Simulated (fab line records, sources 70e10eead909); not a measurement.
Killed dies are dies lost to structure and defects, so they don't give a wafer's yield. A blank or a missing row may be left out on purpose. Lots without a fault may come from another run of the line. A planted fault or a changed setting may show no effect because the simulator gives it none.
Which tool did it? | flow nand_harc | 11 lots, 33 wafers sampled, at 5 steps of a route of 1159

WHAT THE GAUGES READ, wafer by wafer
NHARC_END_SORT_01.
lot  | measured     | on        | killed_at_array | killed_at_other | killed_at_periphery | killed_dies | killed_open | killed_short
L320 | day 19 14:13 | prober-01 | 34 28 33        | 1 0 0           | 1 5 0               | 36 33 33    | 5 3 4       | 2 2 1
L323 | day 20 15:15 | prober-02 | 35 33 38        | 0 1 3           | 3 0 1               | 38 34 42    | 6 4 2       | 1 1 2
L325 | day 20 22:55 | prober-01 | 32 21 36        | 0 0 0           | 3 4 6               | 35 25 42    | 3 3 8       | 0 4 4
L332 | day 21 22:44 | prober-01 | 17 18 26        | 1 0 0           | 5 7 0               | 23 25 26    | 8 3 3       | 2 2 1
L331 | day 22 01:54 | prober-02 | 25 19 33        | 0 0 0           | 5 2 1               | 30 21 34    | 6 2 5       | 1 2 2
L334 | day 23 11:52 | prober-01 | 36 27 40        | 0 0 1           | 5 1 6               | 41 28 47    | 5 3 6       | 0 2 2
L336 | day 23 21:08 | prober-02 | 675 673 676     | 0 1 0           | 2 3 1               | 677 677 677 | 6 2 5       | 1 3 2
L335 | day 23 19:43 | prober-01 | 673 672 675     | 1 1 1           | 3 4 1               | 677 677 677 | 6 5 1       | 0 4 0
L340 | day 24 05:01 | prober-01 | 28 18 21        | 0 1 0           | 3 0 3               | 31 19 24    | 2 2 6       | 2 2 1
L341 | day 24 22:31 | prober-02 | 31 40 40        | 0 1 0           | 2 1 5               | 33 42 45    | 4 1 8       | 1 3 1
L342 | day 25 00:04 | prober-01 | 25 31 22        | 0 0 0           | 7 7 7               | 32 38 29    | 4 3 2       | 0 2 2

WHICH TOOL RAN EACH LOT (tool, then ch and the chambers of the sampled wafers, then the start)
lot  | NHARC_A_STAIRCASE_STRIP_175          | NHARC_A_STAIRCASE_TRIM_191                    | NHARC_A_STAIRCASE_TRIM_196         | NHARC_A_STAIRCASE_TRIM_200
L320 | plasma_asher-02 ch 0,1, day 11 07:55 | rie_diel-07 ch 0,1,2, day 11 11:29 or earlier | rie_diel-07 ch 1,3, day 11 11:29   | rie_diel-07 ch 0,1,3, day 19 14:13 or earlier
L323 | plasma_asher-02 ch 0,1, day 12 01:58 | rie_diel-13 ch 1,2, day 12 05:03 or earlier   | rie_diel-07 ch 0,1,3, day 12 05:03 | rie_diel-07 ch 0,3, day 20 15:15 or earlier
L325 | plasma_asher-02 ch 0,1, day 12 11:58 | rie_diel-07 ch 0,1,3, day 12 14:41 or earlier | rie_diel-07 ch 1,2,3, day 12 14:41 | rie_diel-07 ch 0,1,3, day 20 22:55 or earlier
L332 | plasma_asher-02 ch 0,1, day 13 21:19 | rie_diel-07 ch 2,3, day 14 00:04 or earlier   | rie_diel-13 ch 0,1,3, day 14 00:04 | rie_diel-13 ch 0,3, day 21 22:44 or earlier
L331 | plasma_asher-02 ch 0,1, day 14 01:23 | rie_diel-07 ch 1,2, day 14 04:02 or earlier   | rie_diel-07 ch 2,3, day 14 04:02   | rie_diel-07 ch 0,1, day 22 01:54 or earlier
L334 | plasma_asher-01 ch 0,1, day 14 14:41 | rie_diel-07 ch 0,1,3, day 14 17:44 or earlier | rie_diel-07 ch 0,1,3, day 14 17:44 | rie_diel-07 ch 0,1,2, day 23 11:52 or earlier
L336 | plasma_asher-02 ch 1, day 14 17:26   | rie_diel-13 ch 0,3, day 14 20:16 or earlier   | rie_diel-07 ch 0,3, day 14 20:16   | rie_diel-07 ch 0,3, day 23 21:08 or earlier
L335 | plasma_asher-01 ch 0,1, day 14 23:24 | rie_diel-06 ch 0,3, day 15 02:07 or earlier   | rie_diel-06 ch 1,2,3, day 15 02:07 | rie_diel-06 ch 1,2,3, day 23 19:43 or earlier
L340 | plasma_asher-01 ch 0,1, day 16 02:28 | rie_diel-07 ch 0,3, day 16 05:04 or earlier   | rie_diel-07 ch 0,2, day 16 05:04   | rie_diel-07 ch 0,2,3, day 24 05:01 or earlier
L341 | plasma_asher-02 ch 0,1, day 16 09:49 | rie_diel-07 ch 0,1,3, day 16 12:45 or earlier | rie_diel-07 ch 1,3, day 16 12:45   | rie_diel-07 ch 2,3, day 24 22:31 or earlier
L342 | plasma_asher-01 ch 0,1, day 16 13:47 | rie_diel-13 ch 0,3, day 16 16:21 or earlier   | rie_diel-13 ch 0,2, day 16 16:21   | rie_diel-13 ch 2,3, day 25 00:04 or earlier
- NHARC_A_STAIRCASE_STRIP_175: strips in O2.
- NHARC_A_STAIRCASE_TRIM_191: chemistry O2, time 211.2 s.
- NHARC_A_STAIRCASE_TRIM_196: chemistry O2, time 211.2 s.
- NHARC_A_STAIRCASE_TRIM_200: chemistry O2, time 211.2 s.

WHAT THE TOOLS THEMSELVES READ (means of the sampled wafers that have a number; where no wafer has one, the mark that the record gives instead)
NHARC_A_STAIRCASE_STRIP_175.
lot  | tool            | drypump_motor_current_A (A) | heater_power_w (W)
L320 | plasma_asher-02 | 5.3                         | 338
L323 | plasma_asher-02 | 5.3                         | 337
L325 | plasma_asher-02 | 5.4                         | 354
L332 | plasma_asher-02 | 5.3                         | 340
L331 | plasma_asher-02 | 5.4                         | 359
L334 | plasma_asher-01 | 6.0                         | 368
L336 | plasma_asher-02 | 5.4                         | 368
L335 | plasma_asher-01 | 6.0                         | 343
L340 | plasma_asher-01 | 6.1                         | 342
L341 | plasma_asher-02 | 5.3                         | 339
L342 | plasma_asher-01 | 6.0                         | 338

NHARC_A_STAIRCASE_TRIM_191.
lot  | tool        | chamber_pressure_mTorr (mTorr) | drypump_motor_current_A (A) | oes_product_au (a.u.) | rf_vpp_V (V) | showerhead_plenum_p_Torr (Torr) | throttle_valve_pct (%)
L320 | rie_diel-07 | 60.03                          | 5.8                         | 0.982                 | 57.6         | 3.70                            | 17.032
L323 | rie_diel-13 | 60.00                          | 5.9                         | 0.997                 | 57.7         | 3.51                            | 17.033
L325 | rie_diel-07 | 59.93                          | 5.7                         | 0.999                 | 58.4         | 3.63                            | 17.042
L332 | rie_diel-07 | 59.97                          | 6.0                         | 0.998                 | 57.6         | 3.66                            | 17.033
L331 | rie_diel-07 | 60.03                          | 6.2                         | 0.986                 | 58.6         | 3.71                            | 17.039
L334 | rie_diel-07 | 60.00                          | 5.7                         | 1.004                 | 58.1         | 3.62                            | 17.035
L336 | rie_diel-13 | 59.97                          | 5.6                         | 0.992                 | 57.8         | 3.46                            | 17.036
L335 | rie_diel-06 | 59.99                          | 5.4                         | 1.001                 | 57.4         | 3.62                            | 17.029
L340 | rie_diel-07 | 60.03                          | 5.5                         | 1.005                 | 57.4         | 3.65                            | 17.040
L341 | rie_diel-07 | 60.03                          | 5.7                         | 1.003                 | 59.0         | 3.61                            | 17.041
L342 | rie_diel-13 | 60.01                          | 5.8                         | 0.993                 | 57.6         | 3.62                            | 17.040

NHARC_A_STAIRCASE_TRIM_196.
lot  | tool        | chamber_pressure_mTorr (mTorr) | drypump_motor_current_A (A) | oes_product_au (a.u.) | rf_vpp_V (V) | showerhead_plenum_p_Torr (Torr) | throttle_valve_pct (%)
L320 | rie_diel-07 | 59.98                          | 5.9                         | 0.997                 | 59.0         | 3.58                            | 17.031
L323 | rie_diel-07 | 59.99                          | 5.7                         | 1.002                 | 57.6         | 3.63                            | 17.036
L325 | rie_diel-07 | 59.98                          | 6.0                         | 0.995                 | 57.0         | 3.66                            | 17.038
L332 | rie_diel-13 | 59.97                          | 5.8                         | 0.987                 | 58.1         | 3.54                            | 17.027
L331 | rie_diel-07 | 59.98                          | 6.1                         | 0.986                 | 58.0         | 3.72                            | 17.036
L334 | rie_diel-07 | 60.02                          | 5.6                         | 1.005                 | 58.5         | 3.62                            | 17.040
L336 | rie_diel-07 | -                              | -                           | -                     | -            | -                               | -
L335 | rie_diel-06 | -                              | -                           | -                     | -            | -                               | -
L340 | rie_diel-07 | 60.00                          | 5.6                         | 0.998                 | 58.5         | 3.72                            | 17.029
L341 | rie_diel-07 | 59.98                          | 5.8                         | 1.007                 | 58.0         | 3.56                            | 17.035
L342 | rie_diel-13 | 60.00                          | 5.7                         | 0.995                 | 58.9         | 3.68                            | 17.026

NHARC_A_STAIRCASE_TRIM_200.
lot  | tool        | chamber_pressure_mTorr (mTorr) | drypump_motor_current_A (A) | oes_product_au (a.u.) | rf_vpp_V (V) | showerhead_plenum_p_Torr (Torr) | throttle_valve_pct (%)
L320 | rie_diel-07 | 60.01                          | 5.7                         | 0.994                 | 58.1         | 3.63                            | 17.040
L323 | rie_diel-07 | 59.99                          | 5.4                         | 1.003                 | 59.0         | 3.67                            | 17.034
L325 | rie_diel-07 | 60.03                          | 5.6                         | 1.000                 | 57.4         | 3.63                            | 17.030
L332 | rie_diel-13 | 60.01                          | 5.6                         | 0.997                 | 57.2         | 3.46                            | 17.041
L331 | rie_diel-07 | 59.98                          | 5.5                         | 0.997                 | 58.1         | 3.65                            | 17.034
L334 | rie_diel-07 | 60.02                          | 5.8                         | 0.989                 | 58.6         | 3.68                            | 17.031
L336 | rie_diel-07 | 59.98                          | 5.6                         | 1.020                 | 58.4         | 3.63                            | 17.037
L335 | rie_diel-06 | 59.98                          | 5.3                         | 0.996                 | 57.7         | 3.60                            | 17.038
L340 | rie_diel-07 | 59.95                          | 5.8                         | 1.003                 | 58.0         | 3.68                            | 17.039
L341 | rie_diel-07 | 59.98                          | 6.0                         | 1.005                 | 58.4         | 3.65                            | 17.037
L342 | rie_diel-13 | 60.06                          | 5.4                         | 1.001                 | 57.6         | 3.40                            | 17.039

THE ANSWER, worked out from the rows above alone
Rule: what is usual is taken from the lots themselves. Put in order of their means at a reading, lots are off if they are a third of the lots or fewer, leave a main group of 4 or more, and stand apart from it by a gap of 3 or more times the standard deviation of the main group's means; of several such gaps the widest counts. A main group whose means are all the same, to the digits that the tables above print for the reading, isn't used. A lot without any number at a reading at which 4 lots or more have one is off too. The other lots that the step has rows for count as sound. The gauges are gone through in route order, then the tools' own readings, and for those a lot's mean is taken as printed above. The first step at which some lot is off is used, and at that step the reading that is off furthest; a lot without a number counts as furthest.
Off: L336, L335, at NHARC_END_SORT_01 (killed_dies). The main group: mean 33, standard deviation 5.5.
A tool fits if, at a process step before that reading, it ran every lot that is off, and no sound lot after the first of them. The gauges at NHARC_END_SORT_01 aren't tried: what is off there is off at NHARC_A_STAIRCASE_TRIM_196 too, on other tools, and a gauge's error can't cause that. NHARC_A_STAIRCASE_TRIM_191 gives no start for some lots, so the hours and the order of its lots are those of NHARC_A_STAIRCASE_TRIM_196. NHARC_A_STAIRCASE_TRIM_200 gives no start for some lots, so the hours and the order of its lots are those of NHARC_END_SORT_01. None of those tried fits.

WHAT THE SIMULATOR HAD PUT IN
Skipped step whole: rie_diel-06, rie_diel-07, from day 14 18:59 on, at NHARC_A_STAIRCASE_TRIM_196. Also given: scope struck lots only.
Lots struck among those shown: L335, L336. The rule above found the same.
